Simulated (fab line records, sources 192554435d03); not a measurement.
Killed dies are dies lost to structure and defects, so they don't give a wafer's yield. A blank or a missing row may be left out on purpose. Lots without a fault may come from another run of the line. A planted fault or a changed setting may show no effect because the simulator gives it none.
Chamber matching | flow n5_finfet | N5_BEOL_M10_CURE_71 on uv_cure-02: 3 sister chambers
The step cures SiCOH lowk, time 240 s. 16 wafers are shown with their chamber, then 8 later ones without.

WAFERS WITH THEIR CHAMBER
wafer  | chamber | wafer_temp_C_max | lamp_power_pct (%)
L078.3 | 2       | 386.0            | 52.21
L078.4 | 2       | 386.8            | 52.27
L078.6 | 2       | 386.7            | 52.42
L086.1 | 0       | 386.8            | 52.39
L086.4 | 0       | 385.6            | 52.38
L086.5 | 0       | 386.6            | 52.32
L087.3 | 1       | 387.3            | 52.22
L087.4 | 1       | 388.7            | 52.40
L087.6 | 1       | 387.4            | 52.32
L088.1 | 0       | 386.2            | 52.30
L088.2 | 0       | 386.7            | 52.31
L088.6 | 0       | 386.7            | 52.34
L091.1 | 1       | 386.9            | 52.25
L091.4 | 1       | 387.7            | 52.27
L091.6 | 1       | 387.8            | 52.32
L094.1 | 1       | 387.1            | 52.27

SIGNATURES (means of the wafers above)
reading          | chamber 0 | chamber 1 | chamber 2 | scatter within a chamber
wafer_temp_C_max | 386.433   | 387.557   | 386.500   | 0.523
lamp_power_pct   | 52.3400   | 52.2929   | 52.3000   | 0.063
Rule: a wafer's distance from a chamber is the root of the sum, over the readings, of the square of ((its reading less the chamber's mean) divided by the reading's scatter). The wafer belongs to the nearest chamber; if the next one is less than 2 further off, it can't be placed. The scatter: the root of (the sum of the squares of (reading less its chamber's mean) over the shown wafers, divided by (wafers less chambers)).

WAFERS WITHOUT THEIR CHAMBER
wafer  | wafer_temp_C_max | lamp_power_pct (%)
L094.4 | 386.8            | 52.35
L094.6 | 386.7            | 52.35
L096.1 | 386.2            | 52.27
L096.2 | 387.4            | 52.24
L096.5 | 386.7            | 52.31
L097.1 | 387.8            | 52.35
L097.4 | 388.6            | 52.33
L097.6 | 387.1            | 52.28

WHICH CHAMBER EACH WENT THROUGH
wafer  | from the rows above          | in truth
L094.4 | can't be placed: 0 or 2 or 1 | 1
L094.6 | can't be placed: 0 or 2 or 1 | 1
L096.1 | can't be placed: 2 or 0 or 1 | 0
L096.2 | can't be placed: 1 or 2 or 0 | 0
L096.5 | can't be placed: 2 or 0 or 1 | 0
L097.1 | can't be placed: 1 or 2 or 0 | 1
L097.4 | can't be placed: 1 or 2      | 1
L097.6 | can't be placed: 1 or 2 or 0 | 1
Placed correctly: 0 of 8. Can't be placed from these rows: 8 (the true chamber is among the candidates in 8). Placed wrongly: 0.
